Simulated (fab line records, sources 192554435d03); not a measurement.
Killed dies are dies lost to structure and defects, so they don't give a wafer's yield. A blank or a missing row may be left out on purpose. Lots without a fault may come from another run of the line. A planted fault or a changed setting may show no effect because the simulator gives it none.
Problem report in the 8D (eight disciplines) form, filled by code | flow n5_finfet | the parts of the form that need people (team, actions taken, sign-off) are left out

1. THE PROBLEM
cd_nm at N5_BEOL_M11_CD_MEAS_28 reads a mean of 76.1 nm on 3 wafers of 2 lots; wafers without a fault read 70.3 nm with a standard deviation of 0.91. That is +6.3 standard deviations from the usual mean.
The step: target cd 70 nm.
First seen on wafer L337.1, day 15 23:51, on cd_sem-03. The record holds 33 wafers of 11 lots with a number at this step. Rule for "out", or "out of limits": more than 4 standard deviations from the usual mean. The other wafers with a number count as sound.

2. WHAT IT IS AND WHAT IT IS NOT
question                    | is                     | is not
which readings at this step | cd_nm                  | -
which lots                  | L337, L338             | L317, L321, L322, L323, L325, L332, L336, L339, L340
which wafers of those lots  | L337.1, L337.5, L338.5 | L337.3, L338.3, L338.4
read on which gauges        | cd_sem-03              | cd_sem-01, cd_sem-02
when                        | from day 15 23:51      | up to then (22 sound wafers); but 8 sound wafers of L338, L339, L340 came after

3. SUSPECTS, AND WHAT RULES EACH OUT
Counting: a tool at a process step up to the reading stays a suspect if it ran every lot that is out. Sound lots after the first of them don't rule it out here, since some wafers of a struck lot are sound.
- the gauge at N5_BEOL_M11_CD_MEAS_28: kept. All the wafers that are out were read on cd_sem-03, and no step on other tools shows them out.
- pecvd-04 at N5_BEOL_M11_PECVD_70 (deposits SiO2 from TEOS/O2, target thk 20 nm, time 22.7 s): kept. It ran every lot that is out, first L337 (day 15 18:28); its last sound lot up to then is L321 (day 11 19:38).
- litho_track-03 at N5_BEOL_M11_PEB_26 (peb time 60 s): kept. It ran every lot that is out, first L337 (day 15 23:47); its last sound lot up to then is L336 (day 15 09:45).
Left after counting: pecvd-04 at N5_BEOL_M11_PECVD_70, litho_track-03 at N5_BEOL_M11_PEB_26, cd_sem-03 at N5_BEOL_M11_CD_MEAS_28.

4. THE CAUSE (what the simulator had put in)
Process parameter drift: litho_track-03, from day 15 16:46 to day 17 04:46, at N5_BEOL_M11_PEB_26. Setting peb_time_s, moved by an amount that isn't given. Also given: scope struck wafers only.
Counting left 3 suspects, and this tool is among them.

5. THE CHAIN OF EFFECTS, in route order
Each row: a reading whose mean over the struck wafers that have a number lies more than 3 standard deviations from the usual. Only readings for which the record gives a usual standard deviation are gone through. hours: the time from each lot's start at the first step in this table that gives one to its start at this step, as a median over the lots. sigmas: the change in usual standard deviations.
hours | step                   | reading | usual   | on struck wafers | change | sigmas
0     | N5_BEOL_M11_CD_MEAS_28 | cd_nm   | 70.3 nm | 76.1             | +5.8   | +6.3
Later measuring or inspecting steps at which every struck wafer that the step has a row for has a number for every such reading, and none has moved that far: N5_BEOL_M11_INSPECT_30.

6. WHAT WOULD HAVE CAUGHT IT SOONER
In this record the first reading out of limits at a measuring or inspecting step was taken at day 15 23:51, 7 hours after the fault began at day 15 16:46.
Of the tool readings at N5_BEOL_M11_PEB_26 for which the record gives a usual standard deviation, none was out on any struck wafer, so an alarm limit of 4 standard deviations on them would not have fired.
Of the lots that are out (2), L338 began N5_BEOL_M11_PEB_26 on litho_track-03 after day 15 23:51. A hold on the tool at that time would have spared it.
